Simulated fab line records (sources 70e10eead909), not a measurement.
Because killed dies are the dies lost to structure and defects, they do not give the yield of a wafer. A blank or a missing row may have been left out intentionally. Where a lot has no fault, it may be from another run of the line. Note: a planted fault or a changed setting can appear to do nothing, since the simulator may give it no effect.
Chamber matching + flow nand-harc + 3 sister chambers for NHARC_P_CONTACT_DEP_30 on pecvd-04
The step deposits SiNx, target thk 30 nm. 6 wafers are shown with their chamber, then 12 later ones without.

WAFERS PAIRED WITH THEIR CHAMBERS
| wafer  | chamber | heater-power-w (W) |
|--------|---------|--------------------|
| L088.4 | 0       | 848                |
| L090.4 | 2       | 793                |
| L090.5 | 1       | 654                |
| L091.3 | 2       | 742                |
| L091.5 | 0       | 1011               |
| L091.6 | 1       | 767                |

WAFERS WITHOUT THEIR CHAMBER
| wafer  | heater-power-w (W) |
|--------|--------------------|
| L093.1 | 769                |
| L093.2 | 916                |
| L093.6 | 779                |
| L094.2 | 896                |
| L094.3 | 690                |
| L094.6 | 685                |
| L095.2 | 761                |
| L095.3 | 745                |
| L095.4 | 755                |
| L097.1 | 655                |
| L097.5 | 923                |
| L097.6 | 687                |

WHICH CHAMBER EACH ONE RAN IN
| wafer  | from the rows above          | in truth |
|--------|------------------------------|----------|
| L093.1 | can't be placed: 2 or 1 or 0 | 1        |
| L093.2 | can't be placed: 0 or 2      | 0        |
| L093.6 | can't be placed: 2 or 1 or 0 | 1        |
| L094.2 | can't be placed: 0 or 2 or 1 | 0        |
| L094.3 | can't be placed: 1 or 2      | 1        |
| L094.6 | can't be placed: 1 or 2      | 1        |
| L095.2 | can't be placed: 2 or 1 or 0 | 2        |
| L095.3 | can't be placed: 2 or 1 or 0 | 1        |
| L095.4 | can't be placed: 2 or 1 or 0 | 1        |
| L097.1 | can't be placed: 1 or 2      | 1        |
| L097.5 | can't be placed: 0 or 2      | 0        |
| L097.6 | can't be placed: 1 or 2      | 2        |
0 of 12 placed correctly. Cannot be placed on the basis of these rows: 12; the candidates contain the true chamber in 12. Placed wrongly: 0.
How it was worked out, from the rows above alone: a wafer's distance from a chamber is the root of the sum, over the readings, of the square of ((its reading less the chamber's mean) divided by the reading's scatter). If the next closest chamber is less than 2 further off than the closest, the wafer can't be placed; otherwise it belongs to the closest. The mean given for a chamber averages the wafers shown for that chamber. The scatter: take each reading less its chamber's mean, square it, sum over the shown wafers, divide by the number of wafers less the number of chambers, and take the root.
